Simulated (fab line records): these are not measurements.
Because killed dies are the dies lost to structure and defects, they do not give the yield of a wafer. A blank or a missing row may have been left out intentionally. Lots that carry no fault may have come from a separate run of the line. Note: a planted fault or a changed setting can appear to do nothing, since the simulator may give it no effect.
Comparing a struck lot with a sound one + flow n5 finfet + 24 out of 1938 route steps
Sound: wafers L255.1, L255.5, L255.6. The struck wafers were L257.2, L257.3, L257.5. The cause is named last.
Each step with rows lists, per side, the tool, then ch with its chambers, then its first start. Under that, the readings that differ: sound wafers + struck wafers + difference of the means + sigmas: that difference in standard deviations of wafers without a fault.
alike: same words and numbers on both sides, and readings whose means sit less than 2 such deviations apart. not compared: any withheld reading, any reading some wafer has no value for, any bound like >300 that may hide the same value, and any number with overlapping values for which the record gives no deviation.
The two part at a step that has a row with sigmas, a row that says differs or no value, or rows on one side only. Numbers that don't overlap but have no deviation are shown without sigmas and don't part them. A reading missing from all wafers of one side parts the sides only when that side holds two or more wafers.

first, 11 steps without rows for these wafers: N5_BEOL_M6_ETCH_62 (etches SOC in N2/H2, target depth 110 nm, overetch 22 nm, time 165 s); N5_BEOL_M6_STRIP_68 (strips in N2/H2); N5_BEOL_M6_STRIP_67 (strips in CF4); N5_BEOL_M6_HM_OPEN_17 (chemistry Cl2/BCl3, target TiN, target depth 20 nm, overetch 6 nm); N5_BEOL_M6_STRIP_19 (strips in O2); N5_BEOL_M6_COAT_63 (time 60 s, resist thk 60 nm); N5_BEOL_M6_COAT_64 (time 60 s, resist thk 12 nm); N5_BEOL_M6_COAT_71 (time 60 s, resist thk 5 nm); N5_BEOL_M6_COAT_22 (resist thk 30 nm); N5_BEOL_M6_EBR_24; N5_BEOL_M6_SOFTBAKE_23 (time 60 s).
N5_BEOL_M6_EXPOSE_25: exposes mask V5, target cd 40 nm.
  sound on euv scanner-02 ch 0, day 11 23:20; struck on euv scanner-02 ch 0, day 13 03:31
| reading              | sound             | struck            | difference | sigmas |
|----------------------|-------------------|-------------------|------------|--------|
| exposure dose mJ cm2 | 44.89 44.99 44.94 | 45.91 45.97 45.92 | +0.99      | +5     |
  alike: mask
then, 2 steps without rows for these wafers: N5_BEOL_M6_PEB_26 (peb time 60 s); N5_BEOL_M6_DEVELOP_27 (develop time 30 s).
N5_BEOL_M6_CD_MEAS_28: the cd target is 40 nm.
  sound on cd sem-02 ch 0, day 11 23:28; struck on cd sem-02 ch 0, day 13 03:38
| reading    | sound             | struck            | difference | sigmas |
|------------|-------------------|-------------------|------------|--------|
| cd nm (nm) | 40.01 40.21 39.88 | 40.46 40.90 40.64 | +0.63      | +3     |
N5_BEOL_M6_DESCUM_33: chemistry O2, time 7 s.
  sound on rie diel-01 ch 0,1,2, day 11 23:48; struck on rie diel-05 ch 0,1,3, day 13 04:25
| reading                  | sound      | struck         | difference | sigmas |
|--------------------------|------------|----------------|------------|--------|
| model.BEOL_M6.cd nm (nm) | 39.8 40 40 | 40.4 40.4 40.6 | +0.5       |        |
  alike: drypump motor current A, oes product au, rf vpp V, showerhead plenum p Torr, throttle valve pct
  not compared: rf hours counter h
then, 5 steps without rows for these wafers: N5_BEOL_M6_ETCH_72 (etches underlayer in N2/H2, target depth 6.5 nm, time 5.2 s); N5_BEOL_M6_ETCH_65 (etches SiARC in CF4, target depth 15.6 nm, time 26 s); N5_BEOL_M6_ETCH_66 (etches SOC in N2/H2, target depth 80 nm, overetch 16 nm, time 120 s); N5_BEOL_M6_STRIP_69 (strips in N2/H2); N5_BEOL_M6_STRIP_73 (strips in N2/H2).
N5_BEOL_M6_VIA_ETCH_34: etches SiCOH lowk in C4F6/O2, target depth 126.3 nm, time 50.9 s.
  sound on rie diel-01 ch 0,1,2, day 11 23:59; struck on rie diel-05 ch 0,1,3, day 13 04:35
  alike: drypump motor current A, oes product au, rf vpp V, showerhead plenum p Torr, throttle valve pct
  not compared: rf hours counter h, model.BEOL_M6.cd nm
then, 2 steps without rows for these wafers: N5_BEOL_M6_STRIP_76 (strips in C4F6/O2); N5_PASSIVATION_PROBE_49.

== WHERE THEY PART ==
Earliest at N5_BEOL_M6_EXPOSE_25; latest, in this record, at N5_BEOL_M6_CD_MEAS_28. Later steps at which nothing parts them and some readings are alike: N5_BEOL_M6_DESCUM_33, N5_BEOL_M6_VIA_ETCH_34.

WHY: what the simulator had put in
Process parameter drift: euv scanner-02, from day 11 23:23 on, at N5_BEOL_M6_EXPOSE_25. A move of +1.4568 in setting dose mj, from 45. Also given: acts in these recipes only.
